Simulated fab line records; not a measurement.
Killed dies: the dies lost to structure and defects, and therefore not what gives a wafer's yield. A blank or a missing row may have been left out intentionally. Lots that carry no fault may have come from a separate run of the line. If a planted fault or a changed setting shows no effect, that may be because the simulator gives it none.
fab line records | flow n5-finfet
record: lots: 7 wafers: 21
route steps=1938 shown BEOL_M6@1198 BEOL_M7@1266
start-h: hours from the record's first day to the start of the lot's first wafer shown | wait-h: time in hours since the lot's previous step | " repeats the value in the row above | L1.1+2: several wafers, shown together as one row | - either no value or no given start | * or withheld: withheld | < > ~ a bound
route shown NAME@n: names a module that has steps shown in the file, with the first one's number in the route | usual: the fault-free wafers' mean and standard deviation | same: alike in all rows | chamber/n: place in a boat | sites: each site's reading | _std_site: how widely they spread, as a standard deviation | _edge_site: mean of outer sites minus mean of inner sites | radius-mm: for every site, how far away it sits from the centre of the wafer | mask NAME#n: copy n | behind: the tool/chamber that last shaped the wafer | hold: why the lot was held/for how many hours/how that ended | device: the transistor (n, p or np) that didn't switch | end of line: the tests these same wafers got at the end of their route | step lacking rows: just its recipe | killed: dies that structure and defects cost at the first sort, which is not the same as the wafer's yield | map: dies across one wafer; x = killed, . = not, _ = none there
set.NAME: the run value of the setting; set.NAME@STEP: its run value at that earlier step | model.NAME: the simulator's own value behind a step, which no gauge read
lots where settings were altered on purpose, with a table for each step and a row for each wafer
== steps ==
step: N5_BEOL_M6_HM_DEP_02
recipe: material: TiN target-thk-a: 200 temp-c: 25 chamber-pressure-pa: 0.49996
columns lot.wafer tool chamber start-h wait-h set.target-thk-a model.TiN_of_BEOL_M6_HM_DEP_02.thk-nm
L076.4+6 pvd-sputter-03 - 192.23 0.4 200 20
L076.5 " - " " 200 20.2
L077.1+6 pvd-sputter-02 - 195.61 0.5 200 20
L077.2 " - " " 200 20.2
L084.1 pvd-sputter-01 - 245.50 1.4 200 20.4
L084.2 " - " " 200 20.2
L084.3 " - " " 184 18.6
L085.3 pvd-sputter-01 - 250.28 0.6 200 19.8
L085.5 " - " " 200 20.4
L085.6 " - " " 208.1 20.4
L090.1 pvd-sputter-03 - 273.96 0.0 224.3 22.4
L090.2 " - " " 200 20.2
L090.4 " - " " 200 20.4
L093.3 pvd-sputter-03 - 296.30 0.8 200 20
L093.5 " - " " 200 19.6
L093.6 " - " " 174.7 17.4
L097.1 pvd-sputter-01 - 317.23 0.8 200 20
L097.2 " - " " 200 20.4
L097.5 " - " " 184.3 18.4
step: N5_BEOL_M6_COAT_59
recipe: resist: SOC temp-c: 250 time-s: 60 spin-rpm: 1500 resist-thk-nm: 100
step: N5_BEOL_M6_COAT_60
recipe: resist: SiARC temp-c: 220 time-s: 60 spin-rpm: 1500 resist-thk-nm: 35
step: N5_BEOL_M6_STRIP_68
recipe: chemistry: N2/H2 temp-c: 40 n2-flow-sccm: 200 h2-flow-sccm: 200 rf-frequency-hz: 6e+07
step: N5_BEOL_M6_STRIP_67
recipe: chemistry: CF4 resist: SiARC power-w: 300 bias-power-w: 75 pressure-mtorr: 50 cf4-flow-sccm: 150 rf-frequency-hz: 6e+07
step: N5_BEOL_M6_HM_OPEN_17
recipe: chemistry: Cl2/BCl3 target-depth-a: 200 overetch-a: 60 target: TiN mask-material: SOC ion-energy-ev: 150 pressure-mtorr: 10 icp-w: 1000 bias-w: 126 Cl2_flow_sccm: 53.25 bcl3-flow-sccm: 21.75 Ar_flow_sccm: 25
columns lot.wafer tool chamber start-h wait-h set.target-thk-a@BEOL_M6_HM_DEP_02 model.etch.depth-nm
L076.4 rie-metal-01 0 193.13 0.1 200 20.03
L076.5 " 1 " " 200 20.23
L076.6 " 0 " " 200 20
L077.1 rie-metal-02 1 197.13 0.0 200 20
L077.2 " 0 " " 200 20.11
L077.6 " 0 " " 200 20.01
L084.1 rie-metal-03 0 246.36 0.0 200 20.37
L084.2 " 1 " " 200 20.15
L084.3 " 0 " " 184 18.6
L085.3 rie-metal-02 0 251.31 0.1 200 19.77
L085.5 " 1 " " 200 20.32
L085.6 " 0 " " 208.1 20.5
L090.1 rie-metal-01 1 274.83 0.0 224.3 22.43
L090.2 " 0 " " 200 20.27
L090.4 " 1 " " 200 20.41
L093.3 rie-metal-02 0 297.55 0.1 200 19.97
L093.5 " 1 " " 200 19.62
L093.6 " 0 " " 174.7 17.31
L097.1 rie-metal-02 0 318.09 0.0 200 19.92
L097.2 " 1 " " 200 20.41
L097.5 " 1 " " 184.3 18.34
step: N5_BEOL_M6_STRIP_19
recipe: chemistry: O2 power-w: 400 temp-c: 40 pressure-mtorr: 30 rf-frequency-hz: 6e+07 bias-power-w: 0 overash-fraction: 0.2 o2-flow-sccm: 225
step: N5_BEOL_M6_STRIP_76
recipe: chemistry: C4F6/O2 resist: SiARC rf-frequency-hz: 6e+07
step: N5_BEOL_M6_STRIP_36
recipe: chemistry: N2/H2 power-w: 450 temp-c: 40 pressure-mtorr: 20 rf-frequency-hz: 6e+07 overash-fraction: 0.3 bias-power-w: 7 h2-frac: 0.5 n2-flow-sccm: 200 h2-flow-sccm: 200
step: N5_BEOL_M6_TRENCH_ETCH_37
recipe: chemistry: C4F6/O2 target-depth-a: 944.35 target: SiCOH_lowk time-s: 31.5 ion-energy-ev: 250 pressure-mtorr: 30 source-w: 345 bias-w: 185 Ar_flow_sccm: 300 C4F6_flow_sccm: 10 O2_flow_sccm: 10
columns lot.wafer tool chamber start-h wait-h set.target-thk-a@BEOL_M6_HM_DEP_02 model.TiN_of_BEOL_M6_HM_DEP_02.thk-nm
L076.4+6 rie-diel-06 1,2 - - 200 17.4
L076.5 " 3 " " 200 17.6
L077.1+2+6 rie-diel-02 2,1,1 - - 200 17.4
L084.1 rie-diel-02 2 - - 200 17.8
L084.2 " 3 " " 200 17.6
L084.3 " 0 " " 184 16
L085.3 rie-diel-06 1 - - 200 17
L085.5 " 3 " " 200 17.6
L085.6 " 2 " " 208.1 17.8
L090.1 rie-diel-05 2 - - 224.3 19.8
L090.2 " 0 " " 200 17.6
L090.4 " 3 " " 200 17.8
L093.3 rie-diel-06 1 - - 200 17.2
L093.5 " 2 " " 200 17
L093.6 " 1 " " 174.7 14.6
L097.1 rie-diel-05 0 - - 200 17.2
L097.2 " 2 " " 200 17.8
L097.5 " 0 " " 184.3 15.6
step: N5_BEOL_M7_PECVD_70
recipe: material: SiO2 target-thk-a: 200 temp-c: 400 precursor: TEOS/O2 pressure-torr: 5.5 rf-w: 450 teos-flow-sccm: 53.8 gas: O2 flow-sccm: 3000 time-s: 22.7
columns lot.wafer tool chamber start-h wait-h set.temp-c model.SiO2_of_BEOL_M7_PECVD_70.thk-nm
L076.4+5+6 pecvd-02 2,1,2 198.81 0.1 400 19.8
L077.1 pecvd-01 0 203.68 0.0 400 20.2
L077.2 " 1 " " 410.1 19.2
L077.6 " 1 " " 400 20.4
L084.1 pecvd-04 0 253.00 0.0 393.9 20.4
L084.2 " 1 " " 400 19.6
L084.3 " 2 " " 393.9 20.8
L085.3+6 pecvd-02 2,1 256.55 0.0 400 19.8
L085.5 " 0 " " 400 20.2
L090.1 pecvd-04 0 280.88 0.1 390 21
L090.2 " 1 " " 390 21.4
L090.4 " 1 " " 390 21.6
L093.3+6 pecvd-04 2,0 302.50 0.0 400 20
L093.5 " 2 " " 410.5 18.8
L097.1 pecvd-01 0 325.24 0.0 400 19.8
L097.2 " 2 " " 400 20.2
L097.5 " 2 " " 400 20.4
step: N5_BEOL_M7_EXPOSE_25
recipe: mask-id: V6 na: 0.33 source-shape: annular sigma-inner: 0.4 sigma-outer: 0.8 polarization: unpolarized target-cd-nm: 40 dose-mj: 42.5
columns lot.wafer tool chamber start-h wait-h mask set.dose-mj
L076.4+5+6 euv-scanner-01 0 203.84 - V6#0 42.5
L077.1+2 euv-scanner-01 0 207.48 - V6#0 44.62
L077.6 " 0 " " V6#0 42.5
L084.1+2+3 euv-scanner-01 0 255.52 - V6#0 42.5
L085.3 euv-scanner-01 0 259.23 - V6#0 45.34
L085.5+6 " 0 " " V6#0 42.5
L090.1+2 euv-scanner-01 0 283.97 - V6#0 42.5
L090.4 " 0 " " V6#0 45.47
L093.3+5+6 euv-scanner-01 0 305.38 - V6#0 42.5
L097.1+2 euv-scanner-01 0 327.06 - V6#0 42.5
L097.5 " 0 " " V6#0 44.81
step: N5_BEOL_M7_PEB_26
recipe: peb-temp-c: 100 peb-time-s: 60 resist: CAR-EUV
step: N5_BEOL_M7_DEVELOP_27
recipe: develop-time-s: 30 developer: TMAH resist: CAR-EUV rinse-liquid: surfactant-rinse dry: air-spin dev-temp-c: 23
step: N5_BEOL_M7_CD_MEAS_28
recipe: target-cd-nm: 40 landing-energy-ev: 500 detector: se-inlens
usual: cd-nm: 39.98/0.25
columns lot.wafer tool chamber start-h wait-h set.dose-mj@BEOL_M7_EXPOSE_25 cd-nm
L076.4 cd-sem-03 0 203.96 - 42.5 40.07
L076.5 " 0 " " 42.5 39.87
L076.6 " 0 " " 42.5 39.95
L077.1 cd-sem-02 0 207.61 - 44.62 40.80
L077.2 " 0 " " 44.62 41.24
L077.6 " 0 " " 42.5 39.87
L084.1 cd-sem-03 0 255.66 - 42.5 40.02
L084.2 " 0 " " 42.5 40.00
L084.3 " 0 " " 42.5 40.18
L085.3 cd-sem-03 0 259.36 - 45.34 41.49
L085.5 " 0 " " 42.5 40.48
L085.6 " 0 " " 42.5 40.13
L090.1 cd-sem-01 0 284.10 - 42.5 39.79
L090.2 " 0 " " 42.5 40.09
L090.4 " 0 " " 45.47 41.34
L093.3 cd-sem-01 0 305.50 - 42.5 39.73
L093.5 " 0 " " 42.5 39.99
L093.6 " 0 " " 42.5 40.20
L097.1 cd-sem-01 0 327.19 - 42.5 40.22
L097.2 " 0 " " 42.5 40.28
L097.5 " 0 " " 44.81 41.03
step: N5_BEOL_M7_DESCUM_33
recipe: chemistry: O2 time-s: 7 source-power-w: 50 bias-power-w: 20 pressure-mtorr: 20 rf-frequency-hz: 2.712e+07 temp-c: 40 resist: CAR-EUV o2-flow-sccm: 225
columns lot.wafer tool chamber start-h wait-h set.dose-mj@BEOL_M7_EXPOSE_25 model.BEOL_M7.cd-nm
L076.4 rie-diel-01 3 204.09 0.0 42.5 39.6
L076.5+6 " 3,2 " " 42.5 39.8
L077.1 rie-diel-04 2 207.73 0.0 44.62 41
L077.2 " 0 " " 44.62 40.8
L077.6 " 3 " " 42.5 39.8
L084.1 rie-diel-01 3 255.78 0.0 42.5 39.6
L084.2+3 " 1,2 " " 42.5 40
L085.3 rie-diel-01 1 259.48 0.0 45.34 41.4
L085.5 " 3 " " 42.5 40
L085.6 " 2 " " 42.5 40.2
L090.1 rie-diel-01 0 284.22 0.0 42.5 40.2
L090.2 " 2 " " 42.5 40
L090.4 " 1 " " 45.47 41.4
L093.3+5 rie-diel-01 0,3 305.62 0.0 42.5 39.8
L093.6 " 2 " " 42.5 40
L097.1+2 rie-diel-04 0,1 327.45 0.2 42.5 40
L097.5 " 1 " " 44.81 41
step: N5_BEOL_M7_ETCH_72
recipe: chemistry: N2/H2 target: underlayer target-depth-a: 65 mask-material: CAR-EUV time-s: 5.2 ion-energy-ev: 200 pressure-mtorr: 30 source-w: 840 bias-w: 150 n2-flow-sccm: 200 h2-flow-sccm: 200 ends: cleared
columns lot.wafer tool chamber start-h wait-h set.dose-mj@BEOL_M7_EXPOSE_25 model.BEOL_M7.cd-nm
L076.4 rie-diel-01 3 204.14 0.0 42.5 39.4
L076.5 " 3 " " 42.5 39.6
L076.6 " 2 " " 42.5 39.8
L077.1 rie-diel-04 2 207.77 0.0 44.62 41
L077.2 " 0 " " 44.62 40.8
L077.6 " 3 " " 42.5 39.6
L084.1 rie-diel-01 3 255.81 0.0 42.5 39.6
L084.2+3 " 1,2 " " 42.5 39.8
L085.3 rie-diel-01 1 259.51 0.0 45.34 41.4
L085.5 " 3 " " 42.5 39.8
L085.6 " 2 " " 42.5 40.2
L090.1+2 rie-diel-01 0,2 284.26 0.0 42.5 40
L090.4 " 1 " " 45.47 41.4
L093.3+5+6 rie-diel-01 0,3,2 305.65 0.0 42.5 39.8
L097.1 rie-diel-04 0 327.49 0.0 42.5 40
L097.2 " 1 " " 42.5 39.8
L097.5 " 1 " " 44.81 41
step: N5_BEOL_M7_ETCH_65
recipe: chemistry: CF4 target: SiARC target-depth-a: 156 mask-material: CAR-EUV time-s: 26 ion-energy-ev: 80 pressure-mtorr: 40 source-w: 545 bias-w: 36 Ar_flow_sccm: 100 cf4-flow-sccm: 100 ends: cleared
columns lot.wafer tool chamber start-h wait-h set.dose-mj@BEOL_M7_EXPOSE_25 model.BEOL_M7.cd-nm
L076.4+5+6 rie-diel-01 3,3,2 204.17 0.0 42.5 39.6
L077.1 rie-diel-04 2 207.79 0.0 44.62 41
L077.2 " 0 " " 44.62 40.8
L077.6 " 3 " " 42.5 39.6
L084.1 rie-diel-01 3 255.83 0.0 42.5 39.6
L084.2+3 " 1,2 " " 42.5 39.8
L085.3 rie-diel-01 1 259.53 0.0 45.34 41.4
L085.5 " 3 " " 42.5 40
L085.6 " 2 " " 42.5 40.2
L090.1 rie-diel-01 0 284.27 0.0 42.5 40.2
L090.2 " 2 " " 42.5 39.8
L090.4 " 1 " " 45.47 41.2
L093.3+5+6 rie-diel-01 0,3,2 305.67 0.0 42.5 39.8
L097.1+2 rie-diel-04 0,1 327.50 0.0 42.5 40
L097.5 " 1 " " 44.81 41
step: N5_BEOL_M7_VIA_ETCH_34
recipe: chemistry: C4F6/O2 target: SiCOH_lowk target-depth-a: 1255 mask-material: SOC taper-deg: 4 time-s: 50.5 ion-energy-ev: 250 pressure-mtorr: 30 source-w: 345 bias-w: 185 Ar_flow_sccm: 300 C4F6_flow_sccm: 10 O2_flow_sccm: 10
usual: rf-vpp-V: 661/10
columns lot.wafer tool chamber start-h wait-h set.source-w rf-vpp-V
L076.4 rie-diel-01 3 204.37 0.0 345 664
L076.5 " 3 " " 345 665
L076.6 " 2 " " 345 648
L077.1 rie-diel-04 2 207.91 0.0 307.2 702
L077.2 " 0 " " 307.2 713
L077.6 " 3 " " 307.2 713
L084.1 rie-diel-01 3 255.96 0.0 375.9 635
L084.2 " 1 " " 345 675
L084.3 " 2 " " 375.9 620
L085.3 rie-diel-01 1 259.66 0.0 345 676
L085.5 " 3 " " 345 663
L085.6 " 2 " " 345 648
L090.1 rie-diel-01 0 284.40 0.0 317.6 672
L090.2 " 2 " " 345 650
L090.4 " 1 " " 317.6 703
L093.3 rie-diel-01 0 305.80 0.0 345 645
L093.5 " 3 " " 307.8 703
L093.6 " 2 " " 307.8 686
L097.1 rie-diel-04 0 327.63 0.0 384.5 634
L097.2 " 1 " " 345 673
L097.5 " 1 " " 384.5 640
step: N5_BEOL_M7_STRIP_76
recipe: chemistry: C4F6/O2 resist: SiARC rf-frequency-hz: 6e+07
step: N5_BEOL_M7_STRIP_36
recipe: chemistry: N2/H2 power-w: 450 temp-c: 40 pressure-mtorr: 20 rf-frequency-hz: 6e+07 overash-fraction: 0.3 bias-power-w: 7 h2-frac: 0.5 n2-flow-sccm: 200 h2-flow-sccm: 200
step: N5_BEOL_M7_STRIP_80
recipe: chemistry: N2/H2 time-s: 10 power-w: 450 temp-c: 40 pressure-mtorr: 20 rf-frequency-hz: 6e+07 bias-power-w: 7 n2-flow-sccm: 200 h2-flow-sccm: 200
step: N5_BEOL_M7_HM_STRIP_39
recipe: chemistry: peroxide-tin-strip material: TiN target-depth-a: 250 temp-c: 50 time-s: 158
columns lot.wafer tool chamber start-h wait-h set.temp-c@BEOL_M7_PECVD_70 model.SiO2_of_BEOL_M7_PECVD_70.thk-nm
L076.4+5+6 wet-bench-04 2,4,5 204.74 0.0 400 19.6
L077.1 wet-bench-04 7 208.20 0.0 400 20
L077.2 " 0 " " 410.1 19
L077.6 " 6 " " 400 20.4
L084.1 wet-bench-01 7 256.24 0.0 393.9 20.2
L084.2 " 1 " " 400 19.4
L084.3 " 2 " " 393.9 20.6
L085.3 wet-bench-05 5 259.95 0.0 400 19.8
L085.5 " 6 " " 400 20.2
L085.6 " 7 " " 400 19.6
L090.1 wet-bench-05 7 284.69 0.0 390 21
L090.2 " 0 " " 390 21.2
L090.4 " 6 " " 390 21.4
L093.3+6 wet-bench-04 0,3 306.08 0.0 400 19.8
L093.5 " 1 " " 410.5 18.8
L097.1 wet-bench-04 6 327.92 0.0 400 19.8
L097.2 " 5 " " 400 20
L097.5 " 7 " " 400 20.2
== key ==
split: step: N5_BEOL_M6_HM_DEP_02 setting: target-thk-a stated: 200 by: wafer
response: step: N5_BEOL_M6_HM_DEP_02 reading: model.TiN_of_BEOL_M6_HM_DEP_02.thk-nm change: +0.189 per: 1% r: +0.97
response: step: N5_BEOL_M6_HM_OPEN_17 reading: model.etch.depth-nm change: +0.192 per: 1% r: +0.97
response: step: N5_BEOL_M6_TRENCH_ETCH_37 reading: model.TiN_of_BEOL_M6_HM_DEP_02.thk-nm change: +0.195 per: 1% r: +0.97
split: step: N5_BEOL_M7_PECVD_70 setting: temp-c stated: 400 by: wafer
response: step: N5_BEOL_M7_PECVD_70 reading: model.SiO2_of_BEOL_M7_PECVD_70.thk-nm change: -0.478 per: 1% r: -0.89
response: step: N5_BEOL_M7_HM_STRIP_39 reading: model.SiO2_of_BEOL_M7_PECVD_70.thk-nm change: -0.46 per: 1% r: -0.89
split: step: N5_BEOL_M7_EXPOSE_25 setting: dose-mj stated: 42.5 by: wafer
response: step: N5_BEOL_M7_CD_MEAS_28 reading: cd-nm change: +0.187 per: 1% r: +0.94
response: step: N5_BEOL_M7_DESCUM_33 reading: model.BEOL_M7.cd-nm change: +0.194 per: 1% r: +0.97
response: step: N5_BEOL_M7_ETCH_72 reading: model.BEOL_M7.cd-nm change: +0.214 per: 1% r: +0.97
response: step: N5_BEOL_M7_ETCH_65 reading: model.BEOL_M7.cd-nm change: +0.196 per: 1% r: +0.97
split: step: N5_BEOL_M7_VIA_ETCH_34 setting: source-w stated: 345 by: wafer
response: step: N5_BEOL_M7_VIA_ETCH_34 reading: rf-vpp-V change: -4.3 per: 1% r: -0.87
